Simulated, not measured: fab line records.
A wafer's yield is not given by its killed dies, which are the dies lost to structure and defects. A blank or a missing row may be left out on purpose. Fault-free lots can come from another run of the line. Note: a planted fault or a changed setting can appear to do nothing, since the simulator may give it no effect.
fab line records    flow n5-finfet
record: lots: 5  wafers: 15  last-day: 18
route steps=1938 shown SDB@357 BEOL_M4@1111
lots untouched by any fault: they come from a run of this same line in which no faults occurred
start-h: hours from the record's opening day to when the first of the lot's shown wafers began    wait-h: hours elapsed since this lot's preceding step    " as in the row above    L1.1+2: several wafers, shown together as one row    - no value present, or no start provided    * or withheld: withheld    < > ~ a bound
route shown NAME@n: a module of which the file shows steps, and the number in the route of the first    usual: the fault-free wafers' mean and standard deviation    same: alike in all rows    chamber/n: place in a boat    sites: readings site by site    _std_site: how widely they spread, as a standard deviation    _edge_site: outer sites' mean less inner sites'    radius-mm: for every site, how far away it sits from the centre of the wafer    mask NAME#n: copy n    behind: the tool/chamber that last shaped the wafer    hold: why the lot went on hold/how many hours it stayed there/how the hold came to an end    device: the n, p or np transistor that did not switch    end of line: the route-end tests of the same wafers    a step without rows: its recipe alone    killed: the dies lost at the first sort to structure and to defects; this is not the yield of the wafer    map: shows each die of a wafer: x if killed, . if not, _ if none is there
set.NAME: setting as actually run; set.NAME@STEP: the setting as run at that earlier step    model.NAME: the simulator's own value behind a step, which no gauge read
lots at selected steps of the route; one table per step, one row per wafer
services: from which hour (start-h, from the record's first day; less than 0 if before it) a tool's chamber was out of use, for how many hours, and why
== steps ==
step: N5_SDB_OVL_MEAS_12
recipe: points-per-wafer: 44
usual: SDB_OVL: 0.1/0.66
lot.wafer  tool        chamber  start-h  wait-h  SDB_OVL[nm]
L831.1     overlay-01  0        74.01    0.0     -1.1
L831.4     "           0        "        "       -0.4
L831.6     "           0        "        "       -0.7
L838.3     overlay-02  0        116.97   0.0     0.8
L838.4     "           0        "        "       0.0
L838.5     "           0        "        "       0.7
L845.2     overlay-01  0        153.82   0.0     -0.3
L845.4     "           0        "        "       -0.6
L845.5     "           0        "        "       -2.0
L846.2     overlay-01  0        163.52   0.0     -0.1
L846.4     "           0        "        "       -0.4
L846.6     "           0        "        "       -1.3
L850.3     overlay-01  0        183.27   0.0     0.4
L850.4     "           0        "        "       1.2
L850.6     "           0        "        "       0.9
step: N5_SDB_INSPECT_13
recipe: mode: adi  inspect-instrument: brightfield
usual: raw-defect-count: 79/30
lot.wafer  tool               chamber  start-h  wait-h  raw-defect-count
L831.1     defect-inspect-01  -        74.03    0.0     116
L831.4     "                  -        "        "       99
L831.6     "                  -        "        "       86
L838.3     defect-inspect-02  -        116.99   0.0     129
L838.4     "                  -        "        "       58
L838.5     "                  -        "        "       61
L845.2     defect-inspect-02  -        153.84   0.0     50
L845.4     "                  -        "        "       40
L845.5     "                  -        "        "       41
L846.2     defect-inspect-02  -        163.54   0.0     87
L846.4     "                  -        "        "       47
L846.6     "                  -        "        "       89
L850.3     defect-inspect-02  -        183.29   0.0     174
L850.4     "                  -        "        "       109
L850.6     "                  -        "        "       143
step: N5_SDB_DESCUM_16
recipe: chemistry: O2  time-s: 7.9  source-power-w: 50  bias-power-w: 20  pressure-mtorr: 20  rf-frequency-hz: 2.712e+07  temp-c: 40  resist: CAR-ArF  o2-flow-sccm: 225
step: N5_SDB_ETCH_17
recipe: chemistry: CF4  target: SiARC  target-depth-a: 234  mask-material: CAR-ArF  time-s: 39  ion-energy-ev: 80  pressure-mtorr: 40  source-w: 545  bias-w: 36  Ar_flow_sccm: 100  cf4-flow-sccm: 100  ends: cleared
usual: cf4-flow-sccm: 100.0/0.34  drypump-motor-current-A: 5.7/0.42  etch-rf-on-time-s: 38.9/0.89  oes-product-au: 0.68/0.085  rf-vpp-V: 184.3/0.92  showerhead-plenum-p-Torr: 2.16/0.046  throttle-valve-pct: 15.62/0.2
lot.wafer  tool         chamber  start-h  wait-h  cf4-flow-sccm  drypump-motor-current-A  etch-rf-on-time-s  oes-product-au  rf-hours-counter-h  rf-vpp-V  showerhead-plenum-p-Torr  throttle-valve-pct
L831.1     rie-diel-02  2        74.10    0.0     99.6           5.8                      38.7               0.78            13                  183.8     2.19                      15.45
L831.4     "            0        "        "       99.8           5.2                      38.9               0.62            192                 185.5     2.21                      15.91
L831.6     "            0        "        "       99.8           5.2                      39.3               0.61            -                   185.6     2.21                      15.92
L838.3     rie-diel-05  0        117.06   0.0     101.0          6.2                      39.5               0.63            147                 183.5     2.14                      15.75
L838.4     "            3        "        "       100.0          5.3                      37.2               0.81            10                  185.2     2.18                      15.28
L838.5     "            0        "        "       100.8          6.2                      39.5               0.62            -                   183.4     2.13                      15.73
L845.2     rie-diel-05  2        153.91   0.0     100.2          5.5                      40.1               0.58            211                 183.1     2.13                      15.71
L845.4     "            0        "        "       99.8           6.2                      39.2               0.61            161                 183.4     2.13                      15.77
L845.5     "            3        "        "       100.4          5.3                      36.9               0.78            -                   184.1     2.17                      15.30
L846.2     rie-diel-06  3        163.70   0.0     100.0          5.8                      39.3               0.62            172                 184.8     2.12                      15.66
L846.4     "            0        "        "       100.0          5.8                      38.6               0.77            30                  184.9     2.18                      15.48
L846.6     "            2        "        "       99.9           6.3                      39.6               0.60            -                   183.7     2.13                      15.80
L850.3     rie-diel-05  1        183.36   0.0     100.2          5.4                      38.3               0.64            174                 183.4     2.12                      15.83
L850.4     "            0        "        "       99.4           6.3                      39.4               0.61            171                 184.9     2.13                      15.78
L850.6     "            2        "        "       100.5          5.5                      40.3               0.58            -                   183.5     2.13                      15.70
step: N5_SDB_ETCH_18
recipe: chemistry: N2/H2  target: SOC  target-depth-a: 1000  overetch-a: 200  mask-material: SiARC  temp-c: 40  time-s: 150  ion-energy-ev: 200  pressure-mtorr: 30  source-w: 840  bias-w: 150  n2-flow-sccm: 200  h2-flow-sccm: 200
usual: drypump-motor-current-A: 5.7/0.42  oes-product-au: 0.71/0.081  rf-vpp-V: 524.6/1.7  showerhead-plenum-p-Torr: 2.56/0.06  throttle-valve-pct: 17.82/0.14
lot.wafer  tool         chamber  start-h  wait-h  drypump-motor-current-A  oes-product-au  rf-hours-counter-h  rf-vpp-V  showerhead-plenum-p-Torr  throttle-valve-pct
L831.1     rie-diel-02  2        74.14    0.0     5.8                      0.82            13                  525.4     2.59                      17.72
L831.4     "            0        "        "       5.2                      0.64            192                 526.4     2.62                      18.05
L831.6     "            0        "        "       5.2                      0.64            -                   526.6     2.62                      18.05
L838.3     rie-diel-05  0        117.10   0.0     6.2                      0.66            147                 522.9     2.53                      17.95
L838.4     "            3        "        "       5.4                      0.82            10                  526.6     2.61                      17.79
L838.5     "            0        "        "       6.2                      0.66            -                   522.8     2.53                      17.96
L845.2     rie-diel-05  2        153.95   0.0     5.5                      0.63            211                 524.1     2.52                      17.82
L845.4     "            0        "        "       6.2                      0.65            161                 524.4     2.53                      17.96
L845.5     "            3        "        "       5.3                      0.79            -                   525.0     2.61                      17.79
L846.2     rie-diel-06  3        163.74   0.0     5.8                      0.67            172                 524.9     2.51                      17.76
L846.4     "            0        "        "       5.8                      0.80            30                  525.7     2.58                      17.78
L846.6     "            2        "        "       6.3                      0.64            -                   523.0     2.51                      17.86
L850.3     rie-diel-05  1        183.39   0.0     5.4                      0.67            174                 523.4     2.53                      18.05
L850.4     "            0        "        "       6.2                      0.65            171                 521.8     2.52                      17.98
L850.6     "            2        "        "       5.5                      0.62            -                   523.8     2.52                      17.86
step: N5_SDB_STRIP_19
recipe: chemistry: N2/H2  temp-c: 40  n2-flow-sccm: 200  h2-flow-sccm: 200  rf-frequency-hz: 6e+07
step: N5_SDB_STRIP_21
recipe: chemistry: CF4  resist: SiARC  power-w: 300  bias-power-w: 75  pressure-mtorr: 50  cf4-flow-sccm: 150  rf-frequency-hz: 6e+07
usual: cf4-flow-sccm: 150.0/0.41  drypump-motor-current-A: 5.7/0.42  oes-product-au: 0.79/0.09  rf-vpp-V: 271.5/1.1  showerhead-plenum-p-Torr: 1.81/0.041  throttle-valve-pct: 13.60/0.22
lot.wafer  tool         chamber  start-h  wait-h  cf4-flow-sccm  drypump-motor-current-A  oes-product-au  rf-hours-counter-h  rf-vpp-V  showerhead-plenum-p-Torr  throttle-valve-pct
L831.1     rie-diel-02  2        74.27    0.0     150.6          5.8                      0.90            13                  271.2     1.84                      13.40
L831.4     "            0        "        "       150.2          5.2                      0.72            192                 272.0     1.86                      13.94
L831.6     "            0        "        "       150.3          5.2                      0.72            -                   273.9     1.86                      13.92
L838.3     rie-diel-05  0        117.23   0.0     149.7          6.2                      0.73            147                 270.5     1.79                      13.69
L838.4     "            3        "        "       150.2          5.3                      0.91            10                  273.1     1.82                      13.24
L838.5     "            0        "        "       150.0          6.2                      0.73            -                   271.4     1.79                      13.71
L845.2     rie-diel-05  2        154.09   0.0     150.5          5.5                      0.69            211                 270.1     1.78                      13.70
L845.4     "            0        "        "       150.9          6.2                      0.72            161                 271.6     1.78                      13.74
L845.5     "            3        "        "       150.3          5.3                      0.88            -                   272.2     1.82                      13.25
L846.2     rie-diel-06  3        163.88   0.0     150.8          5.8                      0.73            172                 270.2     1.78                      13.67
L846.4     "            0        "        "       150.0          5.8                      0.88            30                  271.8     1.83                      13.45
L846.6     "            2        "        "       149.9          6.3                      0.70            -                   271.1     1.79                      13.80
L850.3     rie-diel-05  1        183.53   0.0     150.5          5.4                      0.73            174                 271.8     1.79                      13.84
L850.4     "            0        "        "       150.0          6.2                      0.71            171                 271.1     1.78                      13.74
L850.6     "            2        "        "       150.1          5.5                      0.69            -                   270.9     1.78                      13.71
step: N5_SDB_HM_OPEN_20
recipe: chemistry: CH3F/O2  target: SiNx  mask-material: SOC  target-depth-a: 240  stop-on: poly-Si  over-etch-frac: 0.4  ion-energy-ev: 120  pressure-mtorr: 30  source-w: 395  bias-w: 73  Ar_flow_sccm: 150  CH3F_flow_sccm: 30  O2_flow_sccm: 20
usual: drypump-motor-current-A: 5.7/0.42  oes-product-au: 0.65/0.076  rf-vpp-V: 296/5.3  showerhead-plenum-p-Torr: 2.01/0.042  throttle-valve-pct: 16.32/0.19
lot.wafer  tool         chamber  start-h  wait-h  drypump-motor-current-A  oes-product-au  rf-hours-counter-h  rf-vpp-V  showerhead-plenum-p-Torr  throttle-valve-pct
L831.1     rie-diel-02  2        74.29    0.0     5.8                      0.74            13                  290       2.04                      16.15
L831.4     "            0        "        "       5.2                      0.59            192                 292       2.06                      16.59
L831.6     "            0        "        "       5.2                      0.60            -                   293       2.06                      16.59
L838.3     rie-diel-05  0        117.25   0.0     6.3                      0.60            147                 298       2.00                      16.50
L838.4     "            3        "        "       5.3                      0.77            10                  291       2.04                      16.04
L838.5     "            0        "        "       6.2                      0.61            -                   301       2.00                      16.51
L845.2     rie-diel-05  2        154.11   0.0     5.5                      0.56            211                 298       1.99                      16.39
L845.4     "            0        "        "       6.2                      0.59            161                 298       2.00                      16.52
L845.5     "            3        "        "       5.3                      0.73            -                   292       2.03                      16.05
L846.2     rie-diel-06  3        163.90   0.0     5.8                      0.58            172                 290       1.99                      16.40
L846.4     "            0        "        "       5.8                      0.74            30                  301       2.02                      16.16
L846.6     "            2        "        "       6.3                      0.59            -                   307       1.98                      16.49
L850.3     rie-diel-05  1        183.55   0.0     5.4                      0.60            174                 296       1.98                      16.49
L850.4     "            0        "        "       6.2                      0.60            171                 298       1.99                      16.55
L850.6     "            2        "        "       5.5                      0.57            -                   299       1.98                      16.41
step: N5_SDB_STRIP_22
recipe: chemistry: N2/H2  power-w: 1000  temp-c: 250  h2-frac: 0.65  overash-fraction: 0.3  pressure-mtorr: withheld  n2-flow-sccm: 1750  h2-flow-sccm: 3250
usual: drypump-motor-current-A: 5.6/0.43  heater-power-w: 332/20  oes-product-au: 0.715/0.0045  strip-time-to-endpoint-s: 96.4/0.36
lot.wafer  tool             chamber  start-h  wait-h  drypump-motor-current-A  heater-power-w  oes-product-au  rf-hours-counter-h  strip-time-to-endpoint-s
L831.1     plasma-asher-01  0        74.37    0.1     5.5                      308             0.714           78                  96.2
L831.4     "                0        "        "       5.5                      309             0.716           -                   96.5
L831.6     "                0        "        "       5.4                      308             0.707           -                   96.3
L838.3     plasma-asher-01  1        117.38   0.1     6.2                      353             0.709           -                   96.4
L838.4     "                0        "        "       5.5                      308             0.717           -                   96.0
L838.5     "                0        "        "       5.5                      306             0.713           -                   96.6
L845.2     plasma-asher-02  0        154.19   0.1     5.2                      329             0.715           60                  97.0
L845.4     "                1        "        "       5.1                      353             0.711           -                   96.7
L845.5     "                0        "        "       5.2                      324             0.719           -                   96.0
L846.2     plasma-asher-01  1        163.98   0.1     6.2                      356             0.715           96                  96.3
L846.4     "                0        "        "       5.5                      310             0.718           -                   96.2
L846.6     "                0        "        "       5.5                      304             0.715           -                   96.1
L850.3     plasma-asher-02  0        183.67   0.1     5.2                      323             0.724           -                   96.7
L850.4     "                1        "        "       5.1                      364             0.718           -                   96.9
L850.6     "                1        "        "       5.1                      352             0.714           -                   97.2
step: N5_SDB_PRECLEAN_23
recipe: chemistry: dHF  time-s: 30  temp-c: 25  dilution: withheld
step: N5_SDB_DUMMY_REMOVE_24
recipe: chemistry: TMAH  temp-c: 70  target: poly-Si  stop-on: SiO2  target-depth-nm: 142  conc-wt-pct: 5  time-s: 57  dry: ipa-marangoni  rinse-time-s: 30  rinse-temp-c: 23
step: N5_SDB_ETCH_25
recipe: chemistry: C4F6/O2  target: SiO2  target-depth-a: 100  time-s: 3.3  ion-energy-ev: 250  mask-material: SiNx  pressure-mtorr: 30  source-w: 345  bias-w: 185  Ar_flow_sccm: 300  C4F6_flow_sccm: 10  O2_flow_sccm: 10
step: N5_SDB_CUT_ETCH_26
recipe: chemistry: HBr/Cl2/O2  target: Si  target-depth-a: 1296  bt-time-s: 20  mask-material: SiNx  time-s: 51.8  ion-energy-ev: *  bias-w: *  pressure-mtorr: 10  icp-w: 800  HBr_flow_sccm: 150  Cl2_flow_sccm: 80  O2_flow_sccm: 12
usual: HBr_flow_sccm: 150.0/0.41  drypump-motor-current-A: 5.7/0.5  oes-product-au: 1.001/0.017  throttle-valve-pct: 37.2/0.3
same: bt-time-s: 20
lot.wafer  tool       chamber  start-h  wait-h  HBr_flow_sccm  drypump-motor-current-A  oes-product-au  rf-hours-counter-h  throttle-valve-pct  model.SDB.feature-depth-nm  model.etch.depth-nm  model.SiNx_of_SDB_HM_DEP_00.thk-nm
L831.1     rie-si-01  0        74.68    0.1     150.2          6.3                      1.007           140                 37.4                128.4                       128.3                21.8
L831.4     "          3        "        "       150.0          6.4                      1.012           119                 36.8                129.4                       129.4                21.8
L831.6     "          2        "        "       149.9          5.7                      1.002           -                   37.7                125                         125                  22.2
L838.3     rie-si-01  3        117.64   0.1     149.9          6.4                      1.014           120                 36.8                130.2                       130.2                21.6
L838.4     "          0        "        "       150.2          6.3                      1.011           140                 37.4                131                         130.9                22.6
L838.5     "          2        "        "       149.9          5.6                      1.006           -                   37.7                175.8                       175.8                16
L845.2     rie-si-02  3        154.63   0.1     149.8          5.4                      0.983           143                 37.1                129.2                       129.2                21.6
L845.4     "          2        "        "       149.9          5.5                      0.969           64                  37.4                128.4                       128.4                22
L845.5     "          2        "        "       150.4          5.5                      0.965           -                   37.4                128.4                       128.4                22
L846.2     rie-si-02  0        164.45   0.1     149.3          6.2                      0.976           6                   36.6                129                         129                  21.2
L846.4     "          3        "        "       150.2          5.4                      0.982           143                 37.1                129.8                       129.8                22.6
L846.6     "          1        "        "       149.3          5.7                      1.029           -                   36.9                126.8                       126.8                22.4
L850.3     rie-si-02  2        184.11   0.1     150.7          5.5                      0.978           64                  37.4                127.6                       127.5                21.8
L850.4     "          3        "        "       150.9          5.3                      0.980           143                 37.1                130                         130                  22.6
L850.6     "          3        "        "       150.4          5.4                      0.987           -                   37.1                129                         128.9                22.6
step: N5_SDB_PRECLEAN_38
recipe: chemistry: dHF  time-s: 10  dilution: 750:1  temp-c: 25
usual: bath-heat-duty-pct: 6.5/0.71
lot.wafer  tool          chamber  start-h  wait-h  bath-heat-duty-pct  model.SiNx_of_SDB_HM_DEP_00.thk-nm
L831.1     wet-bench-06  4        74.79    0.1     5.7                 21.8
L831.4     "             3        "        "       6.4                 21.8
L831.6     "             7        "        "       5.1                 22.2
L838.3     wet-bench-03  4        117.76   0.1     6.8                 21.6
L838.4     "             5        "        "       5.8                 22.6
L838.5     "             3        "        "       5.9                 16
L845.2     wet-bench-03  4        154.75   0.1     6.2                 21.6
L845.4     "             5        "        "       6.2                 21.8
L845.5     "             6        "        "       6.0                 22
L846.2     wet-bench-03  3        164.57   0.1     7.0                 21
L846.4     "             4        "        "       5.9                 22.6
L846.6     "             6        "        "       6.6                 22.4
L850.3     wet-bench-05  5        184.22   0.1     5.1                 21.8
L850.4     "             1        "        "       6.8                 22.6
L850.6     "             4        "        "       7.2                 22.4
step: N5_SDB_PRECLEAN_39
recipe: chemistry: O3/DIW  time-s: 45  temp-c: 22  o3-ppm: 10
step: N5_BEOL_M4_RC_MEAS_101
usual: DIBL_N: 36.0/1.6  DIBL_P: 35.8/2  IOFF_N: 0.152/0.03  IOFF_P: 0.20/0.031  ION_N: 670/12  ION_P: 459/7.4  SS_N: 71.5/0.56  SS_P: 73.2/0.64  VT_N: 251/3.5  VT_P: -252/3.3
lot.wafer  tool       chamber  start-h  wait-h  DIBL_N[mV/V]  DIBL_P[mV/V]  IOFF_N[nA/um]  IOFF_P[nA/um]  ION_N[uA/um]  ION_P[uA/um]  SS_N[mV/dec]  SS_P[mV/dec]  VT_N[mV]  VT_P[mV]
L831.1     prober-02  0        203.67   0.0     35.3          33.7          0.129          0.17           662           457           71.2          72.3          254       -255
L831.4     "          0        "        "       36.3          34.5          0.146          0.18           672           459           71.9          72.6          253       -252
L831.6     "          0        "        "       37.2          35.6          0.158          0.21           677           464           71.4          72.8          251       -251
L838.3     prober-01  0        246.25   0.3     37.4          37.2          0.158          0.20           676           463           72.6          73.1          250       -253
L838.4     "          0        "        "       35.7          35.1          0.136          0.18           684           463           71.2          73.2          250       -253
L838.5     "          0        "        "       34.2          34.1          0.114          0.16           658           457           71.5          71.8          257       -256
L845.2     prober-02  0        284.50   0.2     37.6          37.2          0.168          0.21           667           453           72.0          74.2          252       -253
L845.4     "          0        "        "       38.1          37.7          0.174          0.22           679           465           71.8          73.9          251       -250
L845.5     "          0        "        "       40.1          39.8          0.233          0.26           684           460           72.2          74.7          246       -249
L846.2     prober-01  0        302.10   0.2     33.0          33.7          0.120          0.17           679           465           70.4          72.4          249       -252
L846.4     "          0        "        "       38.4          39.0          0.209          0.24           684           459           72.5          73.8          247       -249
L846.6     "          0        "        "       35.6          36.1          0.155          0.20           675           466           71.2          72.8          248       -250
L850.3     prober-02  0        329.27   0.3     34.8          33.4          0.128          0.20           659           464           71.4          73.2          252       -246
L850.4     "          0        "        "       36.7          35.4          0.155          0.24           676           468           71.2          73.9          249       -246
L850.6     "          0        "        "       36.1          34.2          0.141          0.21           667           461           71.7          73.1          251       -248
== services ==
tool         chamber  start-h  hours  kind
rie-diel-06  0        51.97    -      clean
rie-diel-06  0        51.97    -      consumable-replace:focus-ring
rie-diel-06  0        51.97    13.6   scheduled-down
rie-diel-06  0        51.97    13.6   vent-cycle
rie-diel-05  -        61.93    2.8    pm
rie-diel-05  3        66.19    7.2    repair
rie-diel-06  0        67.14    4.2    repair
rie-si-02    3        67.58    13.5   repair
rie-si-02    -        88.26    0.2    repair
rie-diel-02  2        98.10    16.2   repair
rie-si-02    2        108.47   4.5    repair
rie-diel-02  3        114.42   -      clean
rie-diel-02  3        114.42   -      consumable-replace:focus-ring
rie-diel-02  3        114.42   -      consumable-replace:showerhead
rie-diel-02  3        114.42   17.7   scheduled-down
rie-diel-02  3        114.42   17.7   vent-cycle
rie-diel-05  3        118.81   5.5    repair
rie-si-02    -        147.81   6.2    repair
rie-diel-02  0        153.84   5.9    repair
rie-diel-02  1        156.34   5.9    repair
== key ==
first-sign none at tools or gauges
model-effect: step: N5_SDB_CUT_ETCH_26  value: SDB.feature-depth-nm  without: 127.2  struck: 175.8
model-effect: step: N5_SDB_PRECLEAN_38  value: SiNx_of_SDB_HM_DEP_00.thk-nm  without: 22.2  struck: 16
met-at N5_SDB_CUT_ETCH_26
struck-wafers L838.5
onset-between 74.68 117.64
fault: kind: process-parameter-drift  tool: rie-si-01  chamber: 2  onset-h: 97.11  steps: N5_SDB_CUT_ETCH_26  channel: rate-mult  offset: 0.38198  shape: step
